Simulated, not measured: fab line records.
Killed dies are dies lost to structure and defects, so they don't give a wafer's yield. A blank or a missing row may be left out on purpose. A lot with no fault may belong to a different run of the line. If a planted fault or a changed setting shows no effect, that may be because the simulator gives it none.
fab line records -- flow n5-finfet
record lots=7, wafers=39
route steps=1938 shown BEOL_M10@1470 BEOL_M12@1637 BEOL_M14@1716 MIM_BOT@1833
start-h: hours from the record's first day to the start of the lot's first wafer shown -- wait-h: hours elapsed since this lot's preceding step -- " as in the row above -- L1.1+2: a row that stands for several wafers -- - no value present, or no start provided -- * or withheld: withheld -- < > ~ a bound
route shown NAME@n: a module of which the file shows steps, and the number in the route of the first -- usual: mean/standard deviation taken from wafers without a fault -- same: alike in all rows -- chamber/n: place in a boat -- sites: readings site by site -- _std_site: their standard deviation -- _edge_site: inner sites' mean taken away from outer sites' mean -- radius-mm: how far each site lies from the wafer's centre -- mask NAME#n: copy n -- behind: the last tool/chamber to shape the wafer -- hold: cause of the lot's hold/its duration in hours/its outcome -- device: the n, p or np transistor that did not switch -- end of line: the same wafers' tests at the end of the route -- step lacking rows: just its recipe -- killed: dies lost to structure and defects at the first sort, not the wafer's yield -- map: dies across one wafer; x = killed, . = not, _ = none there
set.NAME: the setting as run; set.NAME@STEP: as run at that earlier step -- model.NAME: the simulator's own value behind a step, which no gauge read
lots run with intentionally changed settings; tables by step, rows by wafer
## steps
# step N5_BEOL_M10_ILD_DEP_00
# recipe material=SiCOH_lowk, target-thk-a=3085.1, temp-c=300, precursor=DEMS/porogen, pressure-torr=5, rf-w=500, time-s=58
lot.wafer,tool,chamber,start-h,wait-h,set.target-thk-a,model.SiCOH_lowk_of_BEOL_M10_ILD_DEP_00.thk-nm
L078.1,pecvd-02,0,245.70,0.0,3085.1,297.6
L078.2,pecvd-02,1,245.70,0.0,3085.1,308.6
L078.3,pecvd-02,2,245.70,0.0,1996,196.6
L078.4,pecvd-02,1,245.70,0.0,1996,205.6
L078.5,pecvd-02,2,245.70,0.0,1996,201.6
L078.6,pecvd-02,0,245.70,0.0,3085.1,306
L081.1,pecvd-02,0,269.79,0.0,3085.1,304.8
L081.2,pecvd-02,2,269.79,0.0,3085.1,306
L081.3,pecvd-02,1,269.79,0.0,3085.1,309.4
L081.4,pecvd-02,2,269.79,0.0,3085.1,315.4
L081.5,pecvd-02,1,269.79,0.0,3085.1,317
L081.6,pecvd-02,0,269.79,0.0,3085.1,311.2
L089.1,pecvd-04,0,311.06,0.0,3085.1,303
L089.2,pecvd-04,1,311.06,0.0,3085.1,300.2
L089.3,pecvd-04,2,311.06,0.0,3085.1,300.6
L089.4,pecvd-04,1,311.06,0.0,3955,397.6
L089.5,pecvd-04,0,311.06,0.0,3955,392.8
L089.6,pecvd-04,2,311.06,0.0,3955,397
L090.3,pecvd-01,1,311.87,0.0,3085.1,304.2
L090.5,pecvd-01,0,311.87,0.0,3085.1,314.4
L090.6,pecvd-01,1,311.87,0.0,3085.1,313.6
L091.1,pecvd-01,1,315.36,0.0,3819,379.6
L091.2,pecvd-01,2,315.36,0.0,3085.1,310.6
L091.3,pecvd-01,0,315.36,0.0,3819,384.4
L091.4,pecvd-01,0,315.36,0.0,3819,393.2
L091.5,pecvd-01,1,315.36,0.0,3085.1,314.2
L091.6,pecvd-01,2,315.36,0.0,3085.1,314.8
L093.1,pecvd-01,2,340.75,0.0,3085.1,303.8
L093.2,pecvd-01,0,340.75,0.0,3085.1,302.8
L093.3,pecvd-01,2,340.75,0.0,3085.1,307.6
L093.4,pecvd-01,0,340.75,0.0,3085.1,307
L093.5,pecvd-01,2,340.75,0.0,3085.1,309.2
L093.6,pecvd-01,0,340.75,0.0,3085.1,308.2
L094.1,pecvd-02,2,352.27,0.0,3085.1,305.8
L094.2,pecvd-02,0,352.27,0.0,3988,396.8
L094.3,pecvd-02,2,352.27,0.0,3988,399.8
L094.4,pecvd-02,0,352.27,0.0,3085.1,312
L094.5,pecvd-02,2,352.27,0.0,3085.1,308
L094.6,pecvd-02,0,352.27,0.0,3988,397.4
# step N5_BEOL_M10_CURE_71
# recipe temp-c=385, time-s=240, ambient=He/Ar, material=SiCOH_lowk
lot.wafer,tool,chamber,start-h,wait-h,set.target-thk-a@BEOL_M10_ILD_DEP_00,model.SiCOH_lowk_of_BEOL_M10_ILD_DEP_00.thk-nm
L078.1,uv-cure-03,0,246.21,0.5,3085.1,258.4
L078.2,uv-cure-03,0,246.21,0.5,3085.1,268
L078.3,uv-cure-03,0,246.21,0.5,1996,169.6
L078.4,uv-cure-03,0,246.21,0.5,1996,177.4
L078.5,uv-cure-03,0,246.21,0.5,1996,174
L078.6,uv-cure-03,0,246.21,0.5,3085.1,265.8
L081.1,uv-cure-01,0,270.11,0.3,3085.1,264.8
L081.2,uv-cure-01,0,270.11,0.3,3085.1,265.8
L081.3,uv-cure-01,0,270.11,0.3,3085.1,268.8
L081.4,uv-cure-01,0,270.11,0.3,3085.1,274
L081.5,uv-cure-01,0,270.11,0.3,3085.1,275.6
L081.6,uv-cure-01,0,270.11,0.3,3085.1,270.4
L089.1,uv-cure-03,1,311.14,0.0,3085.1,263.2
L089.2,uv-cure-03,1,311.14,0.0,3085.1,260.6
L089.3,uv-cure-03,1,311.14,0.0,3085.1,261
L089.4,uv-cure-03,1,311.14,0.0,3955,347
L089.5,uv-cure-03,1,311.14,0.0,3955,342.8
L089.6,uv-cure-03,1,311.14,0.0,3955,346.6
L090.3,uv-cure-02,0,312.27,0.4,3085.1,264.2
L090.5,uv-cure-02,0,312.27,0.4,3085.1,273.2
L090.6,uv-cure-02,0,312.27,0.4,3085.1,272.4
L091.1,uv-cure-03,1,315.43,0.0,3819,331.2
L091.2,uv-cure-03,1,315.43,0.0,3085.1,269.8
L091.3,uv-cure-03,1,315.43,0.0,3819,335.4
L091.4,uv-cure-03,1,315.43,0.0,3819,343.2
L091.5,uv-cure-03,1,315.43,0.0,3085.1,273
L091.6,uv-cure-03,1,315.43,0.0,3085.1,273.6
L093.1,uv-cure-01,0,340.86,0.1,3085.1,263.8
L093.2,uv-cure-01,0,340.86,0.1,3085.1,263
L093.3,uv-cure-01,0,340.86,0.1,3085.1,267.2
L093.4,uv-cure-01,0,340.86,0.1,3085.1,266.6
L093.5,uv-cure-01,0,340.86,0.1,3085.1,268.6
L093.6,uv-cure-01,0,340.86,0.1,3085.1,267.8
L094.1,uv-cure-01,0,352.38,0.1,3085.1,265.6
L094.2,uv-cure-01,0,352.38,0.1,3988,346.4
L094.3,uv-cure-01,0,352.38,0.1,3988,349
L094.4,uv-cure-01,0,352.38,0.1,3085.1,271
L094.5,uv-cure-01,0,352.38,0.1,3085.1,267.6
L094.6,uv-cure-01,0,352.38,0.1,3988,346.8
# step N5_BEOL_M10_THK_MEAS_01
# recipe reads=SiCOH_lowk_of_BEOL_M10_ILD_DEP_00
# usual M10_ILD_THK=268/3.6
lot.wafer,tool,chamber,start-h,wait-h,set.target-thk-a@BEOL_M10_ILD_DEP_00,M10_ILD_THK[nm]
L078.1,film-metro-02,-,246.72,0.4,3085.1,258
L078.2,film-metro-02,-,246.72,0.4,3085.1,268
L078.3,film-metro-02,-,246.72,0.4,1996,170
L078.4,film-metro-02,-,246.72,0.4,1996,177
L078.5,film-metro-02,-,246.72,0.4,1996,174
L078.6,film-metro-02,-,246.72,0.4,3085.1,266
L081.1,film-metro-01,-,270.62,0.4,3085.1,265
L081.2,film-metro-01,-,270.62,0.4,3085.1,266
L081.3,film-metro-01,-,270.62,0.4,3085.1,269
L081.4,film-metro-01,-,270.62,0.4,3085.1,274
L081.5,film-metro-01,-,270.62,0.4,3085.1,275
L081.6,film-metro-01,-,270.62,0.4,3085.1,270
L089.1,film-metro-01,-,311.65,0.4,3085.1,263
L089.2,film-metro-01,-,311.65,0.4,3085.1,261
L089.3,film-metro-01,-,311.65,0.4,3085.1,261
L089.4,film-metro-01,-,311.65,0.4,3955,347
L089.5,film-metro-01,-,311.65,0.4,3955,343
L089.6,film-metro-01,-,311.65,0.4,3955,347
L090.3,film-metro-02,-,312.94,0.5,3085.1,264
L090.5,film-metro-02,-,312.94,0.5,3085.1,273
L090.6,film-metro-02,-,312.94,0.5,3085.1,272
L091.1,film-metro-01,-,315.95,0.4,3819,331
L091.2,film-metro-01,-,315.95,0.4,3085.1,270
L091.3,film-metro-01,-,315.95,0.4,3819,335
L091.4,film-metro-01,-,315.95,0.4,3819,343
L091.5,film-metro-01,-,315.95,0.4,3085.1,273
L091.6,film-metro-01,-,315.95,0.4,3085.1,273
L093.1,film-metro-01,-,341.37,0.4,3085.1,264
L093.2,film-metro-01,-,341.37,0.4,3085.1,263
L093.3,film-metro-01,-,341.37,0.4,3085.1,267
L093.4,film-metro-01,-,341.37,0.4,3085.1,267
L093.5,film-metro-01,-,341.37,0.4,3085.1,268
L093.6,film-metro-01,-,341.37,0.4,3085.1,268
L094.1,film-metro-01,-,352.89,0.4,3085.1,266
L094.2,film-metro-01,-,352.89,0.4,3988,346
L094.3,film-metro-01,-,352.89,0.4,3988,349
L094.4,film-metro-01,-,352.89,0.4,3085.1,271
L094.5,film-metro-01,-,352.89,0.4,3085.1,267
L094.6,film-metro-01,-,352.89,0.4,3988,347
# step N5_BEOL_M12_ETCH_68
# recipe chemistry=N2/H2, target=SOC, mask-material=SiARC, source-w=3000, bias-w=350, temp-c=40, time-s=285, ion-energy-ev=200, pressure-mtorr=30, n2-flow-sccm=200, h2-flow-sccm=200
lot.wafer,tool,chamber,start-h,wait-h,set.time-s,model.SiARC_of_BEOL_M12_COAT_66.thk-nm
L078.1+4,rie-diel-01,"0,2",263.71,0.1,285,86
L078.2,rie-diel-01,1,263.71,0.1,285,85.4
L078.3,rie-diel-01,3,263.71,0.1,285,86.2
L078.5+6,rie-diel-01,"2,1",263.71,0.1,285,85.6
L081.1,rie-diel-01,1,291.11,0.1,285,85.2
L081.2,rie-diel-01,3,291.11,0.1,285,86
L081.3+4,rie-diel-01,"2,0",291.11,0.1,451.2,71.6
L081.5,rie-diel-01,3,291.11,0.1,451.2,72.2
L081.6,rie-diel-01,0,291.11,0.1,285,85.8
L089.1,rie-diel-04,2,328.03,0.1,285,85.6
L089.2+5,rie-diel-04,"1,3",328.03,0.1,285,85.8
L089.3,rie-diel-04,3,328.03,0.1,285,86.6
L089.4,rie-diel-04,0,328.03,0.1,285,85.4
L089.6,rie-diel-04,0,328.03,0.1,285,86
L090.3+5+6,rie-diel-04,"1,2,1",332.84,0.1,285,85.8
L091.1+6,rie-diel-01,"0,2",333.78,0.1,285,85.8
L091.2,rie-diel-01,3,333.78,0.1,173.7,95.6
L091.3,rie-diel-01,2,333.78,0.1,285,85.6
L091.4,rie-diel-01,1,333.78,0.1,173.7,94.6
L091.5,rie-diel-01,3,333.78,0.1,173.7,95.4
L093.1,rie-diel-04,2,363.22,0.1,285,85.6
L093.2+3,rie-diel-04,"1,3",363.22,0.1,285,86.4
L093.4+6,rie-diel-04,"0,2",363.22,0.1,285,86
L093.5,rie-diel-04,3,363.22,0.1,285,86.6
L094.1+5,rie-diel-01,"1,0",369.88,0.1,369.1,78.4
L094.2+6,rie-diel-01,"0,1",369.88,0.1,285,85.8
L094.3,rie-diel-01,2,369.88,0.1,369.1,79
L094.4,rie-diel-01,2,369.88,0.1,285,86
# step N5_BEOL_M14_ILD_DEP_00
# recipe material=SiO2, target-thk-a=11193, temp-c=400, precursor=TEOS/O2, pressure-torr=6.5, rf-w=900, teos-flow-sccm=161.4, gas=O2, flow-sccm=2650, time-s=237.4
lot.wafer,tool,chamber,start-h,wait-h,set.time-s,model.SiO2_of_BEOL_M14_ILD_DEP_00.thk-nm
L078.1,pecvd-04,0,279.23,0.0,112.4,522.2
L078.2,pecvd-04,1,279.23,0.0,237.4,1110
L078.3,pecvd-04,2,279.23,0.0,237.4,1119
L078.4,pecvd-04,2,279.23,0.0,237.4,1131
L078.5,pecvd-04,0,279.23,0.0,112.4,531.4
L078.6,pecvd-04,1,279.23,0.0,112.4,545
L081.1,pecvd-02,0,302.12,0.0,237.4,1108
L081.2,pecvd-02,2,302.12,0.0,163.2,772.2
L081.3,pecvd-02,1,302.12,0.0,163.2,751
L081.4,pecvd-02,1,302.12,0.0,163.2,773
L081.5,pecvd-02,0,302.12,0.0,237.4,1141
L081.6,pecvd-02,2,302.12,0.0,237.4,1135
L089.1,pecvd-04,0,338.06,0.0,237.4,1109
L089.2,pecvd-04,2,338.06,0.0,188.4,878.6
L089.3,pecvd-04,1,338.06,0.0,188.4,891.8
L089.4,pecvd-04,1,338.06,0.0,188.4,915.8
L089.5,pecvd-04,0,338.06,0.0,237.4,1124
L089.6,pecvd-04,2,338.06,0.0,237.4,1130
L090.3,pecvd-02,0,348.85,0.0,237.4,1125
L090.5,pecvd-02,0,348.85,0.0,237.4,1144
L090.6,pecvd-02,2,348.85,0.0,237.4,1133
L091.1,pecvd-01,0,349.58,0.0,237.4,1098
L091.2,pecvd-01,1,349.58,0.0,237.4,1112
L091.3,pecvd-01,2,349.58,0.0,299.6,1364
L091.4,pecvd-01,0,349.58,0.0,237.4,1127
L091.5,pecvd-01,2,349.58,0.0,299.6,1385
L091.6,pecvd-01,1,349.58,0.0,299.6,1415
L093.1+2,pecvd-01,"0,1",373.09,0.0,237.4,1115
L093.3,pecvd-01,2,373.09,0.0,237.4,1098
L093.4+6,pecvd-01,"1,0",373.09,0.0,237.4,1124
L093.5,pecvd-01,2,373.09,0.0,237.4,1105
L094.1,pecvd-02,1,381.79,0.0,237.4,1102
L094.2,pecvd-02,0,381.79,0.0,178.9,828
L094.3,pecvd-02,2,381.79,0.0,237.4,1105
L094.4,pecvd-02,2,381.79,0.0,178.9,848
L094.5,pecvd-02,1,381.79,0.0,178.9,852.2
L094.6,pecvd-02,0,381.79,0.0,237.4,1133
# step N5_BEOL_M14_THK_MEAS_01
# recipe reads=SiO2_of_BEOL_M14_ILD_DEP_00
# usual M14_ILD_THK=1123/16
lot.wafer,tool,chamber,start-h,wait-h,set.time-s@BEOL_M14_ILD_DEP_00,M14_ILD_THK[nm]
L078.1,film-metro-01,-,279.42,0.1,112.4,522
L078.2,film-metro-01,-,279.42,0.1,237.4,1110
L078.3,film-metro-01,-,279.42,0.1,237.4,1120
L078.4,film-metro-01,-,279.42,0.1,237.4,1130
L078.5,film-metro-01,-,279.42,0.1,112.4,531
L078.6,film-metro-01,-,279.42,0.1,112.4,545
L081.1,film-metro-01,-,302.31,0.1,237.4,1108
L081.2,film-metro-01,-,302.31,0.1,163.2,773
L081.3,film-metro-01,-,302.31,0.1,163.2,751
L081.4,film-metro-01,-,302.31,0.1,163.2,773
L081.5,film-metro-01,-,302.31,0.1,237.4,1141
L081.6,film-metro-01,-,302.31,0.1,237.4,1135
L089.1,film-metro-01,-,338.27,0.1,237.4,1108
L089.2,film-metro-01,-,338.27,0.1,188.4,878
L089.3,film-metro-01,-,338.27,0.1,188.4,891
L089.4,film-metro-01,-,338.27,0.1,188.4,916
L089.5,film-metro-01,-,338.27,0.1,237.4,1124
L089.6,film-metro-01,-,338.27,0.1,237.4,1130
L090.3,film-metro-02,-,349.04,0.1,237.4,1125
L090.5,film-metro-02,-,349.04,0.1,237.4,1144
L090.6,film-metro-02,-,349.04,0.1,237.4,1133
L091.1,film-metro-02,-,349.77,0.1,237.4,1097
L091.2,film-metro-02,-,349.77,0.1,237.4,1112
L091.3,film-metro-02,-,349.77,0.1,299.6,1364
L091.4,film-metro-02,-,349.77,0.1,237.4,1127
L091.5,film-metro-02,-,349.77,0.1,299.6,1385
L091.6,film-metro-02,-,349.77,0.1,299.6,1415
L093.1,film-metro-01,-,373.28,0.1,237.4,1114
L093.2,film-metro-01,-,373.28,0.1,237.4,1115
L093.3,film-metro-01,-,373.28,0.1,237.4,1098
L093.4,film-metro-01,-,373.28,0.1,237.4,1124
L093.5,film-metro-01,-,373.28,0.1,237.4,1105
L093.6,film-metro-01,-,373.28,0.1,237.4,1124
L094.1,film-metro-01,-,381.98,0.1,237.4,1101
L094.2,film-metro-01,-,381.98,0.1,178.9,828
L094.3,film-metro-01,-,381.98,0.1,237.4,1104
L094.4,film-metro-01,-,381.98,0.1,178.9,848
L094.5,film-metro-01,-,381.98,0.1,178.9,852
L094.6,film-metro-01,-,381.98,0.1,237.4,1134
# step N5_BEOL_M14_COAT_58
# recipe resist=BARC, temp-c=205, time-s=60, spin-rpm=1500, resist-thk-nm=89
# step N5_BEOL_M14_COAT_04
# recipe spin-rpm=1704, resist-thk-nm=800
# step N5_BEOL_M14_DESCUM_15
# recipe chemistry=O2, time-s=7.9, source-power-w=50, bias-power-w=20, pressure-mtorr=20, rf-frequency-hz=2.712e+07, temp-c=40, o2-flow-sccm=225
# step N5_BEOL_M14_ETCH_59
# recipe chemistry=N2/H2, target=BARC, target-depth-a=890, overetch-a=267, time-s=67.9, ion-energy-ev=200, pressure-mtorr=30, source-w=840, bias-w=150, n2-flow-sccm=200, h2-flow-sccm=200
# step N5_BEOL_M14_VIA_ETCH_16
# recipe chemistry=C4F8/O2/Ar, target=SiO2, he-inner-torr=15, he-outer-torr=30, target-depth-a=12313, time-s=withheld, ion-energy-ev=800, pressure-mtorr=20, source-w=1905, bias-w=2040, Ar_flow_sccm=400, C4F8_flow_sccm=16, O2_flow_sccm=12, ends=cleared
lot.wafer,tool,chamber,start-h,wait-h,set.time-s@BEOL_M14_ILD_DEP_00,model.etch.depth-nm,model.coat_of_BEOL_M14_COAT_04.thk-nm
L078.1,rie-diel-04,1,280.02,0.0,*,522.2,592.4
L078.2,rie-diel-04,3,280.02,0.0,*,1110,459.8
L078.3,rie-diel-04,2,280.02,0.0,*,1119,447.2
L078.4,rie-diel-04,1,280.02,0.0,*,1131,449
L078.5,rie-diel-04,2,280.02,0.0,*,531.3,590
L078.6,rie-diel-04,3,280.02,0.0,*,545,591.8
L081.1,rie-diel-04,3,302.79,0.0,*,1108,462.8
L081.2,rie-diel-04,0,302.79,0.0,*,772.1,538.2
L081.3,rie-diel-04,2,302.79,0.0,*,750.9,537
L081.4,rie-diel-04,1,302.79,0.0,*,773,528.4
L081.5,rie-diel-04,1,302.79,0.0,*,1141,445.8
L081.6,rie-diel-04,0,302.79,0.0,*,1135,454.2
L089.1,rie-diel-03,0,338.77,0.0,*,1109,462.4
L089.2,rie-diel-03,2,338.77,0.0,*,878.7,517.2
L089.3,rie-diel-03,1,338.77,0.0,*,891.8,509.4
L089.4,rie-diel-03,3,338.77,0.0,*,915.8,496
L089.5,rie-diel-03,0,338.77,0.0,*,1124,455.6
L089.6,rie-diel-03,1,338.77,0.0,*,1130,449.6
L090.3,rie-diel-04,1,349.53,0.0,*,1125,450
L090.5,rie-diel-04,1,349.53,0.0,*,1144,446.8
L090.6,rie-diel-04,0,349.53,0.0,*,1133,454.2
L091.1,rie-diel-03,2,351.27,0.0,*,1098,463.4
L091.2,rie-diel-03,0,351.27,0.0,*,1112,456.8
L091.3,rie-diel-03,1,351.27,0.0,*,1364,394.6
L091.4,rie-diel-03,3,351.27,0.0,*,1127,444.6
L091.5,rie-diel-03,1,351.27,0.0,*,1385,390.2
L091.6,rie-diel-03,0,351.27,0.0,*,1415,384.6
L093.1,rie-diel-03,2,373.93,0.1,*,1115,457.2
L093.2,rie-diel-03,3,373.93,0.1,*,1115,448.4
L093.3,rie-diel-03,3,373.93,0.1,*,1098,452.8
L093.4,rie-diel-03,2,373.93,0.1,*,1124,454.8
L093.5,rie-diel-03,2,373.93,0.1,*,1105,459.4
L093.6,rie-diel-03,3,373.93,0.1,*,1124,448.8
L094.1,rie-diel-04,3,383.66,0.0,*,1102,463.8
L094.2,rie-diel-04,0,383.66,0.0,*,828,528.2
L094.3,rie-diel-04,2,383.66,0.0,*,1105,453.8
L094.4,rie-diel-04,1,383.66,0.0,*,848.1,519.2
L094.5,rie-diel-04,1,383.66,0.0,*,852.1,518.4
L094.6,rie-diel-04,0,383.66,0.0,*,1133,455.4
# step N5_MIM_BOT_SPUTTER_00
# recipe material=TiN, target-thk-a=350, temp-c=200, power-w=3000, chamber-pressure-pa=0.49996, gas=Ar, reactive-partial-pa=0.37997, time-s=89.7
lot.wafer,tool,chamber,start-h,wait-h,set.time-s,model.TiN_of_MIM_BOT_SPUTTER_00.thk-nm
L078.1,pvd-sputter-02,-,295.08,0.0,111.5,43
L078.2,pvd-sputter-02,-,295.08,0.0,111.5,43.6
L078.3,pvd-sputter-02,-,295.08,0.0,89.7,34.4
L078.4,pvd-sputter-02,-,295.08,0.0,111.5,43.8
L078.5,pvd-sputter-02,-,295.08,0.0,89.7,34.6
L078.6,pvd-sputter-02,-,295.08,0.0,89.7,35
L081.1,pvd-sputter-02,-,314.16,0.0,136.9,52.4
L081.2+5,pvd-sputter-02,-,314.16,0.0,89.7,35.2
L081.3,pvd-sputter-02,-,314.16,0.0,89.7,34.4
L081.4,pvd-sputter-02,-,314.16,0.0,136.9,53
L081.6,pvd-sputter-02,-,314.16,0.0,136.9,52.8
L089.1,pvd-sputter-03,-,350.59,0.0,89.7,34.4
L089.2,pvd-sputter-03,-,350.59,0.0,60.25,24.2
L089.3,pvd-sputter-03,-,350.59,0.0,60.25,23.4
L089.4+5,pvd-sputter-03,-,350.59,0.0,89.7,35
L089.6,pvd-sputter-03,-,350.59,0.0,60.25,23.6
L090.3+5,pvd-sputter-02,-,366.21,0.0,89.7,34.4
L090.6,pvd-sputter-02,-,366.21,0.0,89.7,34.8
L091.1,pvd-sputter-03,-,369.04,0.0,137.9,54.6
L091.2,pvd-sputter-03,-,369.04,0.0,137.9,53.4
L091.3,pvd-sputter-03,-,369.04,0.0,89.7,34.8
L091.4,pvd-sputter-03,-,369.04,0.0,89.7,33.8
L091.5,pvd-sputter-03,-,369.04,0.0,137.9,53.8
L091.6,pvd-sputter-03,-,369.04,0.0,89.7,35.6
L093.1,pvd-sputter-02,-,385.98,0.0,39.11,15.8
L093.2,pvd-sputter-02,-,385.98,0.0,39.11,16.2
L093.3,pvd-sputter-02,-,385.98,0.0,39.11,14.8
L093.4+6,pvd-sputter-02,-,385.98,0.0,89.7,35.2
L093.5,pvd-sputter-02,-,385.98,0.0,89.7,35.6
L094.1,pvd-sputter-02,-,396.32,0.0,89.7,34.6
L094.2,pvd-sputter-02,-,396.32,0.0,119.2,46.4
L094.3,pvd-sputter-02,-,396.32,0.0,89.7,35.8
L094.4,pvd-sputter-02,-,396.32,0.0,89.7,34.8
L094.5,pvd-sputter-02,-,396.32,0.0,119.2,46.8
L094.6,pvd-sputter-02,-,396.32,0.0,119.2,46.2
## key
split step=N5_BEOL_M10_ILD_DEP_00, setting=target-thk-a, stated=3085.1, by=wafer
response step=N5_BEOL_M10_ILD_DEP_00, reading=model.SiCOH_lowk_of_BEOL_M10_ILD_DEP_00.thk-nm, change=+3.07, per=1%, r=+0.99
response step=N5_BEOL_M10_CURE_71, reading=model.SiCOH_lowk_of_BEOL_M10_ILD_DEP_00.thk-nm, change=+2.72, per=1%, r=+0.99
response step=N5_BEOL_M10_THK_MEAS_01, reading=M10_ILD_THK, change=+2.72, per=1%, r=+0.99
split step=N5_BEOL_M12_ETCH_68, setting=time-s, stated=285, by=wafer
response step=N5_BEOL_M12_ETCH_68, reading=model.SiARC_of_BEOL_M12_COAT_66.thk-nm, change=-0.24, per=1%, r=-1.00
split step=N5_BEOL_M14_ILD_DEP_00, setting=time-s, stated=237.4, by=wafer
response step=N5_BEOL_M14_ILD_DEP_00, reading=model.SiO2_of_BEOL_M14_ILD_DEP_00.thk-nm, change=+11.1, per=1%, r=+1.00
response step=N5_BEOL_M14_THK_MEAS_01, reading=M14_ILD_THK, change=+11.1, per=1%, r=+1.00
response step=N5_BEOL_M14_VIA_ETCH_16, reading=model.etch.depth-nm, change=+11.1, per=1%, r=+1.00
response step=N5_BEOL_M14_VIA_ETCH_16, reading=model.coat_of_BEOL_M14_COAT_04.thk-nm, change=-2.6, per=1%, r=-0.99
split step=N5_MIM_BOT_SPUTTER_00, setting=time-s, stated=89.7, by=wafer
response step=N5_MIM_BOT_SPUTTER_00, reading=model.TiN_of_MIM_BOT_SPUTTER_00.thk-nm, change=+0.348, per=1%, r=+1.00
